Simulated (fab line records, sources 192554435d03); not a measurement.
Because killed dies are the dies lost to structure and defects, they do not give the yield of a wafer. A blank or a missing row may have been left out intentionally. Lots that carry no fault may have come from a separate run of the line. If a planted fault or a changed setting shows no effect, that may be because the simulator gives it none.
Chamber matching :: flow n5Finfet :: N5_BEOL_M4_CVD_47 on cvdCo-02: 3 sister chambers
The step deposits Co from CCTBA/H2, target thk 3 nm, time 223.8 s. 14 wafers are shown with their chamber, then 6 later ones without.

WAFERS, EACH WITH ITS CHAMBER
wafer: L904.2
chamber: 2
runLengthS (s): 247.2

wafer: L904.5
chamber: 1
runLengthS (s): 246.2

wafer: L904.6
chamber: 0
runLengthS (s): 246.5

wafer: L905.2
chamber: 0
runLengthS (s): 246.8

wafer: L905.3
chamber: 1
runLengthS (s): 246.6

wafer: L905.4
chamber: 2
runLengthS (s): 247.3

wafer: L909.3
chamber: 2
runLengthS (s): 246.8

wafer: L909.5
chamber: 1
runLengthS (s): 246.3

wafer: L909.6
chamber: 2
runLengthS (s): 247.2

wafer: L912.1
chamber: 1
runLengthS (s): 247.2

wafer: L912.3
chamber: 2
runLengthS (s): 246.8

wafer: L912.4
chamber: 0
runLengthS (s): 246.4

wafer: L915.2
chamber: 1
runLengthS (s): 246.8

wafer: L915.3
chamber: 0
runLengthS (s): 246.2

SIGNATURES, as means of the wafers listed above
reading: runLengthS
chamber 0: 246.475
chamber 1: 246.620
chamber 2: 247.060
scatter within a chamber: 0.312
Rule: a wafer's distance from a chamber is the root of the sum, over the readings, of the square of ((its reading less the chamber's mean) divided by the reading's scatter). If the next closest chamber is less than 2 further off than the closest, the wafer can't be placed; otherwise it belongs to the closest. The scatter: take each reading less its chamber's mean, square it, sum over the shown wafers, divide by the number of wafers less the number of chambers, and take the root.

WAFERS WHOSE CHAMBER IS MISSING
wafer: L925.1
runLengthS (s): 246.2

wafer: L925.2
runLengthS (s): 246.2

wafer: L925.4
runLengthS (s): 246.6

wafer: L924.1
runLengthS (s): 247.2

wafer: L924.4
runLengthS (s): 246.9

wafer: L924.5
runLengthS (s): 246.7

THE CHAMBER EACH PASSED THROUGH
wafer: L925.1
from the rows above: can't be placed: 0 or 1 or 2
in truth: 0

wafer: L925.2
from the rows above: can't be placed: 0 or 1 or 2
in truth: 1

wafer: L925.4
from the rows above: can't be placed: 1 or 0 or 2
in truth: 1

wafer: L924.1
from the rows above: can't be placed: 2 or 1 or 0
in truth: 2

wafer: L924.4
from the rows above: can't be placed: 2 or 1 or 0
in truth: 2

wafer: L924.5
from the rows above: can't be placed: 1 or 0 or 2
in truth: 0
0 of 6 placed correctly. Unplaceable from these rows: 6, with the true chamber sitting among the candidates in 6. Placed wrongly: 0.
